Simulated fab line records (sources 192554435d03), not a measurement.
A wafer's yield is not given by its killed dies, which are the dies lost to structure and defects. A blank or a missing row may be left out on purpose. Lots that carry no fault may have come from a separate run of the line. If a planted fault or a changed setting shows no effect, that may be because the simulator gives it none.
fab line records    flow n5-finfet
[record] lots = 5  wafers = 15  last-day = 17
route steps=1938 shown DUMMY_GATE@225 BEOL_M4@1111
lots with no fault: from the same line, run without faults
start-h: the number of hours between the record's first day and the start of the first shown wafer of the lot    wait-h: time in hours since the lot's previous step    " as in the row above    L1.1+2: several wafers, shown together as one row    - value missing, or start not given    * or withheld: withheld    < > ~ a bound
route shown NAME@n: NAME is a module with steps in the file, n the number in the route of the first one    usual: mean and standard deviation over wafers with no fault    same: alike in all rows    chamber/n: place in a boat    sites: each site's reading    _std_site: their standard deviation    _edge_site: mean of outer sites minus mean of inner sites    radius-mm: how far each site lies from the wafer's centre    mask NAME#n: copy n    behind: the most recent tool/chamber to have shaped the wafer    hold: what put the lot on hold/how long, in hours/how the hold closed    device: names the non-switching transistor (n, p or np)    end of line: the same wafers' tests at the end of the route    a step given without rows: its recipe and nothing more    killed: the dies lost at the first sort to structure and to defects; this is not the yield of the wafer    map: a wafer's dies, marking killed ones x, the rest . and places with no die _
set.NAME: the setting that was run; set.NAME@STEP: the one run at that earlier step    model.NAME: the simulator's own value behind a step, which no gauge read
lots seen at some steps along the route; tables by step, rows by wafer
services: a tool's chamber out of use, with start hour (start-h, from the record's first day; less than 0 if before it), hours out, and reason
[[steps]]
[step N5_DUMMY_GATE_COAT_09]
[recipe] resist = CAR-EUV  spin-rpm = 1500  resist-thk-nm = 30
[step N5_DUMMY_GATE_EBR_11]
[recipe] solvent = PGMEA  ebr-width-mm = 1.5
[step N5_DUMMY_GATE_SOFTBAKE_10]
[recipe] temp-c = 110  time-s = 60  resist = CAR-EUV
[step N5_DUMMY_GATE_EXPOSE_12]
[recipe] mask-id = GATE  na = 0.33  source-shape = annular  sigma-inner = 0.2  sigma-outer = 0.6  polarization = unpolarized  target-cd-nm = 25  dose-mj = 34
[step N5_DUMMY_GATE_PEB_13]
[recipe] peb-temp-c = 100  peb-time-s = 60  resist = CAR-EUV
[step N5_DUMMY_GATE_DEVELOP_14]
[recipe] develop-time-s = 30  developer = TMAH  resist = CAR-EUV  rinse-liquid = surfactant-rinse  dry = air-spin  dev-temp-c = 23
[step N5_DUMMY_GATE_CD_MEAS_15]
[recipe] target-cd-nm = 25.8  landing-energy-ev = 500  detector = se-inlens
[usual] cd-nm = 24.99/0.26
lot.wafer  tool       chamber  start-h  wait-h  cd-nm
L771.1     cd-sem-01  0        58.51    -       25.12
L771.3     "          0        "        "       24.99
L771.5     "          0        "        "       24.94
L776.1     cd-sem-03  0        90.85    -       25.03
L776.5     "          0        "        "       25.45
L776.6     "          0        "        "       25.21
L782.1     cd-sem-01  0        127.82   -       25.14
L782.2     "          0        "        "       25.28
L782.5     "          0        "        "       25.15
L790.1     cd-sem-03  0        172.74   -       24.60
L790.3     "          0        "        "       25.06
L790.5     "          0        "        "       24.80
L792.1     cd-sem-02  0        183.35   -       25.23
L792.4     "          0        "        "       24.81
L792.6     "          0        "        "       24.51
[step N5_DUMMY_GATE_OVL_MEAS_16]
[recipe] points-per-wafer = 522
[usual] GATE_OVL = 0.1/0.8
lot.wafer  tool        chamber  start-h  wait-h  GATE_OVL[nm]
L771.1     overlay-01  0        58.55    0.0     -0.3
L771.3     "           0        "        "       -0.4
L771.5     "           0        "        "       0.1
L776.1     overlay-02  0        90.89    0.0     0.0
L776.5     "           0        "        "       1.1
L776.6     "           0        "        "       0.4
L782.1     overlay-01  0        127.86   0.0     0.8
L782.2     "           0        "        "       1.9
L782.5     "           0        "        "       0.9
L790.1     overlay-01  0        172.78   0.0     0.3
L790.3     "           0        "        "       0.6
L790.5     "           0        "        "       -0.4
L792.1     overlay-02  0        183.39   0.0     -0.9
L792.4     "           0        "        "       -1.3
L792.6     "           0        "        "       -0.6
[step N5_DUMMY_GATE_INSPECT_17]
[recipe] mode = adi  inspect-instrument = brightfield
[usual] raw-defect-count = 189/51
lot.wafer  tool               chamber  start-h  wait-h  raw-defect-count
L771.1     defect-inspect-01  -        58.61    0.1     156
L771.3     "                  -        "        "       172
L771.5     "                  -        "        "       325
L776.1     defect-inspect-02  -        90.95    0.1     236
L776.5     "                  -        "        "       187
L776.6     "                  -        "        "       237
L782.1     defect-inspect-01  -        127.92   0.1     201
L782.2     "                  -        "        "       156
L782.5     "                  -        "        "       232
L790.1     defect-inspect-01  -        172.84   0.1     147
L790.3     "                  -        "        "       141
L790.5     "                  -        "        "       203
L792.1     defect-inspect-02  -        183.45   0.1     210
L792.4     "                  -        "        "       196
L792.6     "                  -        "        "       176
[step N5_DUMMY_GATE_DESCUM_20]
[recipe] chemistry = O2  time-s = 6.2  source-power-w = 50  bias-power-w = 20  pressure-mtorr = 20  rf-frequency-hz = 2.712e+07  temp-c = 40  resist = CAR-EUV  o2-flow-sccm = 225
[usual] drypump-motor-current-A = 5.8/0.41  oes-product-au = 0.81/0.1  rf-vpp-V = 243.6/1.5  showerhead-plenum-p-Torr = 2.12/0.079  throttle-valve-pct = 20.38/0.24
[same] time-s = 6.2
lot.wafer  tool         chamber  start-h  wait-h  drypump-motor-current-A  oes-product-au  rf-hours-counter-h  rf-vpp-V  showerhead-plenum-p-Torr  throttle-valve-pct
L771.1     rie-diel-06  0        58.64    0.0     6.0                      0.70            202                 242.1     2.08                      20.54
L771.3     "            1        "        "       6.1                      0.68            240                 244.0     2.15                      20.37
L771.5     "            3        "        "       5.8                      0.89            -                   245.3     2.23                      20.10
L776.1     rie-diel-03  1        91.28    0.3     5.9                      0.76            132                 245.4     2.19                      20.60
L776.5     "            0        "        "       6.6                      0.67            -                   241.0     2.06                      20.63
L776.6     "            3        "        "       5.4                      0.69            -                   242.6     2.06                      20.73
L782.1     rie-diel-06  0        128.06   0.1     6.0                      0.69            223                 243.0     2.07                      20.58
L782.2     "            2        "        "       5.2                      0.91            25                  244.3     2.14                      20.38
L782.5     "            2        "        "       5.2                      0.91            -                   243.8     2.14                      20.37
L790.1     rie-diel-03  3        172.88   0.0     5.4                      0.67            248                 241.8     2.05                      20.75
L790.3     "            0        "        "       6.7                      0.90            19                  244.2     2.05                      20.29
L790.5     "            3        "        "       5.4                      0.68            -                   243.5     2.05                      20.76
L792.1     rie-diel-02  0        184.29   0.8     6.0                      0.83            73                  244.5     2.21                      20.10
L792.4     "            2        "        "       6.2                      0.74            190                 241.7     1.99                      20.74
L792.6     "            3        "        "       5.6                      0.97            -                   245.2     2.24                      20.28
[step N5_DUMMY_GATE_ETCH_29]
[recipe] chemistry = N2/H2  target = underlayer  target-depth-a = 130  ion-energy-ev = 200  pressure-mtorr = 30  source-w = 840  bias-w = 150  n2-flow-sccm = 200  h2-flow-sccm = 200
[usual] drypump-motor-current-A = 5.8/0.41  oes-product-au = 0.80/0.1  rf-fwd-power-W = 831/3.4  rf-vpp-V = 524.9/2.7  showerhead-plenum-p-Torr = 2.58/0.094  throttle-valve-pct = 17.85/0.27
lot.wafer  tool         chamber  start-h  wait-h  drypump-motor-current-A  oes-product-au  rf-fwd-power-W  rf-hours-counter-h  rf-vpp-V  showerhead-plenum-p-Torr  throttle-valve-pct
L771.1     rie-diel-06  0        58.71    0.0     6.0                      0.69            833             202                 523.0     2.52                      18.00
L771.3     "            1        "        "       6.1                      0.67            833             240                 526.1     2.60                      17.84
L771.5     "            3        "        "       5.8                      0.89            830             -                   528.7     2.70                      17.63
L776.1     rie-diel-03  1        91.34    0.0     6.0                      0.77            831             132                 528.8     2.67                      18.21
L776.5     "            0        "        "       6.7                      0.67            828             -                   521.3     2.50                      18.16
L776.6     "            3        "        "       5.3                      0.69            828             -                   522.5     2.51                      18.17
L782.1     rie-diel-06  0        128.13   0.0     5.9                      0.68            836             223                 523.6     2.51                      18.04
L782.2     "            2        "        "       5.2                      0.91            826             25                  525.7     2.59                      17.76
L782.5     "            2        "        "       5.3                      0.90            825             -                   526.3     2.59                      17.78
L790.1     rie-diel-03  3        172.94   0.0     5.4                      0.67            830             248                 522.2     2.50                      18.22
L790.3     "            0        "        "       6.7                      0.91            827             19                  522.3     2.49                      17.79
L790.5     "            3        "        "       5.4                      0.66            829             -                   521.5     2.50                      18.21
L792.1     rie-diel-02  0        184.35   0.0     6.0                      0.83            832             73                  526.3     2.68                      17.54
L792.4     "            2        "        "       6.2                      0.74            833             190                 519.9     2.42                      18.28
L792.6     "            3        "        "       5.6                      0.96            834             -                   529.2     2.71                      17.65
[step N5_DUMMY_GATE_ETCH_36]
[recipe] chemistry = CF4  target = SiARC  target-depth-a = 130  pressure-mtorr = 40  source-w = 545  bias-w = 36  Ar_flow_sccm = 100  cf4-flow-sccm = 100  ion-energy-ev = 80
[usual] drypump-motor-current-A = 5.8/0.41  oes-product-au = 0.80/0.1  rf-fwd-power-W = 538.8/2.2  rf-vpp-V = 184.4/1.2  showerhead-plenum-p-Torr = 2.17/0.076  throttle-valve-pct = 15.56/0.26
lot.wafer  tool         chamber  start-h  wait-h  drypump-motor-current-A  oes-product-au  rf-fwd-power-W  rf-hours-counter-h  rf-vpp-V  showerhead-plenum-p-Torr  throttle-valve-pct
L771.1     rie-diel-06  0        58.75    0.0     6.0                      0.69            540.0           202                 184.2     2.12                      15.72
L771.3     "            1        "        "       6.1                      0.68            540.0           241                 184.7     2.20                      15.69
L771.5     "            3        "        "       5.8                      0.89            539.7           -                   186.2     2.27                      15.26
L776.1     rie-diel-03  1        91.38    0.0     5.9                      0.77            538.2           132                 186.4     2.23                      15.77
L776.5     "            0        "        "       6.7                      0.67            539.2           -                   183.5     2.11                      15.91
L776.6     "            3        "        "       5.3                      0.69            540.8           -                   184.6     2.12                      15.98
L782.1     rie-diel-06  0        128.17   0.0     5.9                      0.69            539.6           223                 182.4     2.11                      15.76
L782.2     "            2        "        "       5.2                      0.90            533.8           25                  185.2     2.18                      15.43
L782.5     "            2        "        "       5.2                      0.91            534.4           -                   184.6     2.18                      15.44
L790.1     rie-diel-03  3        172.98   0.0     5.3                      0.67            536.4           248                 183.1     2.11                      16.04
L790.3     "            0        "        "       6.6                      0.89            537.3           19                  183.9     2.11                      15.46
L790.5     "            3        "        "       5.3                      0.67            536.5           -                   184.6     2.11                      16.03
L792.1     rie-diel-02  0        184.39   0.0     6.1                      0.84            537.7           73                  185.2     2.25                      15.29
L792.4     "            2        "        "       6.1                      0.74            538.6           190                 182.3     2.05                      15.97
L792.6     "            3        "        "       5.6                      0.96            539.9           -                   185.4     2.28                      15.40
[step N5_DUMMY_GATE_ETCH_37]
[recipe] chemistry = N2/H2  target = SOC  target-depth-a = 600  overetch-a = 300  temp-c = 40  ion-energy-ev = 200  pressure-mtorr = 30  source-w = 840  bias-w = 150  n2-flow-sccm = 200  h2-flow-sccm = 200
[usual] drypump-motor-current-A = 5.8/0.41  oes-product-au = 0.64/0.076  rf-fwd-power-W = 830/3.5  rf-vpp-V = 524.8/2.7  showerhead-plenum-p-Torr = 2.58/0.094  throttle-valve-pct = 17.78/0.27
lot.wafer  tool         chamber  start-h  wait-h  drypump-motor-current-A  oes-product-au  rf-fwd-power-W  rf-hours-counter-h  rf-vpp-V  showerhead-plenum-p-Torr  throttle-valve-pct  model.SiARC_of_DUMMY_GATE_COAT_35.thk-nm
L771.1     rie-diel-06  0        58.79    0.0     6.0                      0.55            832             202                 523.6     2.52                      17.92               5.2
L771.3     "            1        "        "       6.2                      0.54            834             241                 527.5     2.60                      17.78               5
L771.5     "            3        "        "       5.9                      0.71            832             -                   527.1     2.70                      17.57               5
L776.1     rie-diel-03  1        91.42    0.0     5.9                      0.62            824             132                 527.1     2.67                      18.12               5
L776.5     "            0        "        "       6.7                      0.53            829             -                   523.8     2.50                      18.07               5
L776.6     "            3        "        "       5.4                      0.55            830             -                   523.1     2.51                      18.10               5
L782.1     rie-diel-06  0        128.21   0.0     6.0                      0.54            833             223                 522.8     2.51                      17.96               5.2
L782.2     "            2        "        "       5.2                      0.72            1026            25                  490.2     2.59                      17.69               4.4
L782.5     "            2        "        "       5.2                      0.72            1027            -                   489.7     2.59                      17.70               4.4
L790.1     rie-diel-03  3        173.02   0.0     5.4                      0.54            828             248                 521.3     2.50                      18.16               5
L790.3     "            0        "        "       6.7                      0.70            823             19                  522.5     2.49                      17.71               4.8
L790.5     "            3        "        "       5.4                      0.54            829             -                   524.2     2.50                      18.15               5
L792.1     rie-diel-02  0        184.43   0.0     6.1                      0.66            835             73                  528.6     2.68                      17.46               5
L792.4     "            2        "        "       6.2                      0.59            833             190                 521.7     2.42                      18.19               5
L792.6     "            3        "        "       5.6                      0.74            834             -                   528.5     2.71                      17.59               4.8
[step N5_DUMMY_GATE_STRIP_38]
[recipe] chemistry = N2/H2  temp-c = 40  n2-flow-sccm = 200  h2-flow-sccm = 200  rf-frequency-hz = 6e+07
[step N5_DUMMY_GATE_STRIP_39]
[recipe] chemistry = N2/H2  temp-c = 40  n2-flow-sccm = 200  h2-flow-sccm = 200  rf-frequency-hz = 6e+07
[step N5_DUMMY_GATE_TRIM_49]
[recipe] chemistry = O2  resist = SOC  time-s = 29  target-cd-nm = 14  source-power-w = 300  bias-power-w = 0  O2_flow_sccm = 100  temp-c = 20
[usual] drypump-motor-current-A = 5.7/0.35  oes-product-au = 0.988/0.013  throttle-valve-pct = 8.11/0.15
[same] time-s = 29
lot.wafer  tool       chamber  start-h  wait-h  drypump-motor-current-A  oes-product-au  rf-hours-counter-h  throttle-valve-pct  model.DUMMY_GATE.cd-nm
L771.1     rie-si-01  3        58.87    0.0     5.9                      0.990           196                 8.13                14.2
L771.3     "          2        "        "       6.3                      0.981           200                 8.21                14.2
L771.5     "          3        "        "       5.9                      0.978           -                   8.13                13.8
L776.1     rie-si-06  1        91.50    0.0     5.7                      0.995           33                  8.15                14.4
L776.5     "          1        "        "       5.7                      0.999           -                   8.17                14.4
L776.6     "          2        "        "       5.7                      0.972           -                   7.91                14.2
L782.1     rie-si-01  1        128.29   0.0     5.1                      0.997           127                 8.29                14.6
L782.2     "          2        "        "       6.3                      1.003           1                   7.97                14
L782.5     "          2        "        "       6.3                      1.003           -                   7.95                13.6
L790.1     rie-si-05  3        173.10   0.0     5.8                      0.972           23                  8.18                14
L790.3     "          2        "        "       5.9                      0.963           70                  8.15                13.8
L790.5     "          3        "        "       5.8                      0.988           -                   8.18                13.8
L792.1     rie-si-06  1        184.51   0.0     5.8                      1.005           35                  8.17                14
L792.4     "          2        "        "       5.7                      0.982           12                  7.94                14
L792.6     "          0        "        "       6.3                      0.995           -                   8.04                13.6
[step N5_DUMMY_GATE_STRIP_40]
[recipe] chemistry = CF4  resist = SiARC  power-w = 300  bias-power-w = 75  pressure-mtorr = 50  cf4-flow-sccm = 150  rf-frequency-hz = 6e+07
[usual] drypump-motor-current-A = 5.9/0.37  oes-product-au = 0.78/0.087  rf-vpp-V = 271.7/1.8  showerhead-plenum-p-Torr = 1.82/0.068  throttle-valve-pct = 13.53/0.27
lot.wafer  tool         chamber  start-h  wait-h  drypump-motor-current-A  oes-product-au  rf-hours-counter-h  rf-vpp-V  showerhead-plenum-p-Torr  throttle-valve-pct
L771.1     rie-diel-06  0        58.97    0.1     6.0                      0.69            202                 270.4     1.77                      13.69
L771.3     "            3        "        "       5.9                      0.88            41                  273.9     1.90                      13.22
L771.5     "            3        "        "       5.8                      0.87            -                   273.1     1.90                      13.23
L776.1     rie-diel-03  1        91.64    0.1     5.9                      0.76            133                 272.2     1.87                      13.71
L776.5     "            0        "        "       6.7                      0.67            -                   269.0     1.77                      13.92
L776.6     "            3        "        "       5.4                      0.69            -                   271.7     1.78                      13.94
L782.1     rie-diel-06  0        128.39   0.1     5.9                      0.68            223                 269.5     1.77                      13.76
L782.2     "            2        "        "       5.2                      0.90            26                  271.9     1.82                      13.36
L782.5     "            3        "        "       5.8                      0.84            -                   273.4     1.89                      13.27
L790.1     rie-diel-02  0        173.29   0.1     6.0                      0.83            70                  273.0     1.89                      13.26
L790.3     "            1        "        "       6.2                      0.74            147                 272.4     1.87                      13.37
L790.5     "            1        "        "       6.2                      0.74            -                   273.5     1.87                      13.37
L792.1     rie-diel-03  1        184.78   0.2     5.9                      0.73            167                 272.4     1.86                      13.79
L792.4     "            2        "        "       5.3                      0.75            -                   271.5     1.73                      13.67
L792.6     "            1        "        "       5.9                      0.73            -                   273.1     1.86                      13.80
[step N5_BEOL_M4_RC_MEAS_101]
[usual] DIBL_N = 36.3/1.2  DIBL_P = 36.1/1.6  IOFF_N = 0.161/0.023  IOFF_P = 0.209/0.027  ION_N = 676/8.9  ION_P = 462/5.3  SS_N = 71.5/0.51  SS_P = 73.2/0.5  VT_N = 249.1/2.5  VT_P = -249.9/2.8
lot.wafer  tool       chamber  start-h  wait-h  DIBL_N[mV/V]  DIBL_P[mV/V]  IOFF_N[nA/um]  IOFF_P[nA/um]  ION_N[uA/um]  ION_P[uA/um]  SS_N[mV/dec]  SS_P[mV/dec]  VT_N[mV]  VT_P[mV]
L771.1     prober-01  0        179.90   0.0     35.8          34.1          0.147          0.202          673           464           71.1          72.4          251.4     -247.8
L771.3     "          0        "        "       36.9          34.8          0.161          0.207          676           459           71.2          72.6          251.6     -249.9
L771.5     "          0        "        "       38.2          37.4          0.191          0.245          690           470           71.9          73.7          250.0     -247.3
L776.1     prober-01  0        211.73   0.0     34.9          35.9          0.141          0.178          677           457           71.6          73.8          249.3     -254.8
L776.5     "          0        "        "       34.5          35.5          0.138          0.172          679           455           70.4          72.8          250.1     -253.9
L776.6     "          0        "        "       35.1          36.0          0.145          0.176          686           466           71.4          72.9          249.1     -252.3
L782.1     prober-02  0        241.40   0.0     36.4          35.1          0.152          0.194          655           455           72.1          72.9          251.2     -248.7
L782.2     "          0        "        "       37.2          36.4          0.160          0.211          665           456           72.1          73.1          249.2     -251.1
L782.5     "          0        "        "       38.8          38.0          0.183          0.232          674           462           72.6          74.4          251.7     -248.8
L790.1     prober-02  0        284.60   0.0     36.9          38.7          0.155          0.237          667           460           71.6          73.7          252.0     -247.5
L790.3     "          0        "        "       37.1          38.2          0.152          0.223          669           455           71.5          73.6          252.4     -247.7
L790.5     "          0        "        "       38.2          40.2          0.180          0.271          676           465           71.6          74.1          248.3     -245.8
L792.1     prober-01  0        310.21   0.0     34.6          33.6          0.125          0.169          669           460           71.2          73.0          252.8     -252.1
L792.4     "          0        "        "       35.6          34.4          0.136          0.179          672           460           71.8          73.0          252.2     -250.3
L792.6     "          0        "        "       36.8          36.1          0.154          0.201          677           459           71.5          73.3          249.4     -251.0
[[services]]
tool         chamber  start-h  hours  kind
rie-si-05    -        48.03    1.3    repair
rie-diel-06  2        54.54    -      clean
rie-diel-06  2        54.54    -      consumable-replace:focus-ring
rie-diel-06  2        54.54    11.3   scheduled-down
rie-diel-06  2        54.54    11.3   vent-cycle
rie-si-01    1        60.09    4.1    repair
rie-diel-02  -        83.82    14.6   pm
rie-diel-06  1        87.13    -      clean
rie-diel-06  1        87.13    -      consumable-replace:focus-ring
rie-diel-06  1        87.13    27.5   scheduled-down
rie-diel-06  1        87.13    27.5   vent-cycle
rie-si-06    0        87.43    6.4    repair
rie-diel-06  0        88.86    4.1    repair
rie-diel-03  0        98.81    -      clean
rie-diel-03  0        98.81    -      consumable-replace:focus-ring
rie-diel-03  0        98.81    21.2   scheduled-down
rie-diel-03  0        98.81    21.2   vent-cycle
rie-diel-02  1        113.73   15.6   repair
rie-diel-06  2        117.42   1.2    repair
rie-si-01    2        139.12   2.8    repair
rie-diel-02  3        153.75   1.5    repair
rie-diel-03  3        164.52   1.7    repair
rie-diel-06  -        179.18   14.6   pm
rie-si-05    -        183.76   15.6   pm
[[key]]
[first-sign] step = N5_DUMMY_GATE_ETCH_37  reading = rf-fwd-power-W  direction = up  sigmas = 55  usual = *  struck = *
[effect] step = N5_DUMMY_GATE_ETCH_37  reading = rf-vpp-V  direction = down  sigmas = 13  usual = 524.8  struck = 489.9
[model-effect] step = N5_DUMMY_GATE_ETCH_37  value = SiARC_of_DUMMY_GATE_COAT_35.thk-nm  without = 5  struck = 4.4
[model-effect] step = N5_DUMMY_GATE_TRIM_49  value = DUMMY_GATE.cd-nm  without = 14.4  struck = 13.8
met-at N5_DUMMY_GATE_ETCH_37
struck-wafers L782.2,L782.5
[fault] kind = process-parameter-drift  tool = rie-diel-06  chamber = 2  onset-h = 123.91  steps = N5_DUMMY_GATE_ETCH_37  channel = source-w  offset = 201.6  shape = step  end-h = 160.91  acts-in = these-recipes-only  stated = 840
